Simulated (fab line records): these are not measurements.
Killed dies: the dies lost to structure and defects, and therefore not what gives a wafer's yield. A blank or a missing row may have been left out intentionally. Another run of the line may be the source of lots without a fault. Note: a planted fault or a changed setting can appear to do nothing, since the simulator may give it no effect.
The tool behind it: which one?    flow n5Finfet    6 lots, 18 wafers sampled, at 3 steps of a route of 1938

== WHAT EACH GAUGE READ, for each wafer ==
N5_BEOL_M12_CD_MEAS_28 targets a cd of 160.2 nm.
lot   measured      on        cdNm (nm)
L451  day 11 20:26  cdSem-02  161.9 165.3 160.6
L453  day 12 18:40  cdSem-02  162.2 161.8 160.3
L459  day 14 03:48  cdSem-02  162.2 161.3 163.5
L462  day 14 21:27  cdSem-03  161.7 164.3 162.4
L464  day 15 11:20  cdSem-03  163.7 160.2 161.4
L468  day 16 05:34  cdSem-02  163.1 162.1 159.1

== EACH LOT AND THE TOOL THAT RAN IT (in order: tool; ch and the chambers of the sampled wafers; start) ==
lot   N5_BEOL_M11_DEP_56               N5_BEOL_M12_COAT_66
L451  pecvd-02 ch 0,1, day 11 18:50    lithoTrack-03 ch 0, day 11 20:09
L453  pecvd-01 ch 0,1,2, day 12 16:47  lithoTrack-02 ch 0, day 12 18:14
L459  pecvd-02 ch 0,1,2, day 14 02:05  lithoTrack-02 ch 0, day 14 03:23
L462  pecvd-01 ch 0,1,2, day 14 19:59  lithoTrack-03 ch 0, day 14 21:10
L464  pecvd-01 ch 0,1,2, day 15 09:52  lithoTrack-02 ch 0, day 15 11:02
L468  pecvd-03 ch 0,1, day 16 03:58    lithoTrack-02 ch 0, day 16 05:17
- N5_BEOL_M11_DEP_56: deposits SiCN from 3MS/NH3, target thk 30 nm, time 10.5 s.
- N5_BEOL_M12_COAT_66: time 60 s, resist thk 110 nm.

== THE ANSWER, worked out from the rows above alone ==
Rule: usual is defined by the lots themselves. The widest of any qualifying gaps counts: lots, ordered by their means at a reading, are off when they make up no more than a third of the lots, leave a main group of 4 or more, and stand apart from it by 3 or more times the standard deviation of that group's means. If all means in a main group match to the digits the tables above print for the reading, that group is not used. Also off: a lot with no number at a reading for which 4 or more lots have one. Where the step has rows for the other lots, those lots are counted as sound.
No lot is off at any reading shown: from this, nothing can be told.

== WHAT THE SIMULATOR HAD PUT IN ==
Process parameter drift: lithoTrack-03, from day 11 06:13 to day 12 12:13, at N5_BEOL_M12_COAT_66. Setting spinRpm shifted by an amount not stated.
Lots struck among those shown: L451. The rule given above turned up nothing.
